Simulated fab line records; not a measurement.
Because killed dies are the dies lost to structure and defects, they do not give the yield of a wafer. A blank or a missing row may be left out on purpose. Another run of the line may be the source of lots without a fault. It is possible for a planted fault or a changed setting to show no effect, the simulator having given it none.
A lot that was struck, set against a sound lot || flow n5-finfet || 14 out of 1938 route steps
Sound: wafers L711.1, L711.2, L711.4. The struck wafers were L713.4, L713.5, L713.6. The cause is named last.
Per side, at each step with rows, come the tool, then ch with its chambers, and then its first start. Under that, the readings that differ: sound wafers || struck wafers || difference of the means || sigmas: that difference in standard deviations of wafers without a fault.
alike: words and numbers the same on both sides, and readings whose means are apart by under 2 such deviations; not compared: readings that were withheld, readings missing a value for some wafer, numbers with overlapping values and no deviation given by the record, and bounds like >300 which may hide the same value.
A row with sigmas, a row that says differs or no value, or rows on one side alone: a step with any of these is where the two part. Non-overlapping numbers with no deviation appear without sigmas and do not part them. Lack of a reading on every wafer of one side parts them only where that side has two or more wafers.

first, 9 steps without rows for these wafers: N5_BEOL_M0_CUTY_DEVELOP_56 (develop time 30 s); N5_BEOL_M0_CUTY_DESCUM_61 (chemistry O2, time 7.9 s); N5_BEOL_M0_CUTY_ETCH_62 (etches SiARC in CF4, time 58.5 s); N5_BEOL_M0_CUTY_ETCH_63 (etches SOC in N2/H2, target depth 82.7 nm, overetch 16.5 nm, time 124 s); N5_BEOL_M0_CUTY_STRIP_64 (strips in N2/H2); N5_BEOL_M0_ETCH_138 (etches SiCN in CH3F/O2, target depth 12 nm, time 31.6 s); N5_BEOL_M0_HM_OPEN_105 (chemistry Cl2/BCl3, target TiN, target depth 12 nm); N5_BEOL_M0_STRIP_140 (strips in CF4); N5_BEOL_M0_STRIP_104 (strips in N2/H2).
N5_BEOL_M0_WET_ETCH_106: etches SiO2 in DHF, target depth 130 nm, rinse time 30 s.
  sound on wet-bench-02 ch 0,1,7, day 7 10:34; struck on wet-bench-01 ch 0,3,4, day 7 16:25
  no value came back on the struck wafers for bath-heat-duty-pct (%), rinse-temp-c (C), temp-c (C); on the sound wafers bath-heat-duty-pct (%) reads 6.5 6.4 6.9
{"reading": "model.SiO2_of_BEOL_M0_SAQP_ALD_48.thk-nm (nm)", "sound": "0 0 0", "struck": "12.2 11.4 11.2", "difference": "+11.6", "sigmas": ""}
N5_BEOL_M0_ETCH_128: etches SiCN in CF4/N2, target depth 12 nm, overetch 5.1 nm, time 21.4 s.
  sound on rie-diel-03 ch 0,2, day 7 11:47; struck on rie-diel-03 ch 0,2,3, day 7 17:30
{"reading": "model.etch.depth-nm (nm)", "sound": "8.399 8.161 8.464", "struck": "12.25 11.41 11.25", "difference": "+3.30", "sigmas": ""}
  alike: bias-w, cf4-flow-sccm, drypump-motor-current-A, oes-product-au, rf-vpp-V, showerhead-plenum-p-Torr, throttle-valve-pct
  not compared: rf-hours-counter-h
then, 1 step without rows for these wafers: N5_BEOL_M0_TRENCH_ETCH_107 (etches SiOC in C4F6/O2, target depth 32.8 nm, time 16.4 s).
N5_BEOL_M4_RC_MEAS_101:
  the record has rows for the sound wafers here (prober-02 ch 0, day 9 21:25) and none for the struck ones
-- a jump in the record: the struck wafers' starts before and after are 7 days apart (it breaks off in module BEOL_M4 and resumes in module PASSIVATION, where the first step shown is number 1936 of the route) --
N5_PASSIVATION_PROBE_49:
  struck on prober-02, day 14 11:10; sound on prober-02, day 14 12:59
{"reading": "defect-limited-yield (%)", "sound": "92.7 94.7 90.8", "struck": "0 0 0", "difference": -93, "sigmas": -66}
{"reading": "killed_at_M0_to_M3", "sound": "26 14 31", "struck": "1098 1122 1075", "difference": "+1075", "sigmas": "+99 or more"}
{"reading": "killed-dies", "sound": "86 62 109", "struck": "1180 1180 1180", "difference": "+1094", "sigmas": "+64"}
{"reading": "killed-on-rim", "sound": "10 10 10", "struck": "152 152 152", "difference": "+142", "sigmas": "+32"}
{"reading": "sort_bin_5_function (%)", "sound": "3.9 2.8 5.6", "struck": "96.0 96.4 95.5", "difference": "+91.9", "sigmas": "+99"}
{"reading": "sort-n-pass", "sound": "1094 1118 1071", "struck": "0 0 0", "difference": -1094, "sigmas": -64}
{"reading": "sort-yield-pct (%)", "sound": "92.7 94.7 90.8", "struck": "0 0 0", "difference": -93, "sigmas": -66}
  alike: killed_at_M4_up, killed-at-contacts, killed-at-front-end, killed-at-other, killed-open, killed-short, sort_bin_6_memory

== WHERE THEY PART ==
First at N5_BEOL_M0_WET_ETCH_106; last, within this record, at N5_PASSIVATION_PROBE_49.

WHY: whatever the simulator had introduced
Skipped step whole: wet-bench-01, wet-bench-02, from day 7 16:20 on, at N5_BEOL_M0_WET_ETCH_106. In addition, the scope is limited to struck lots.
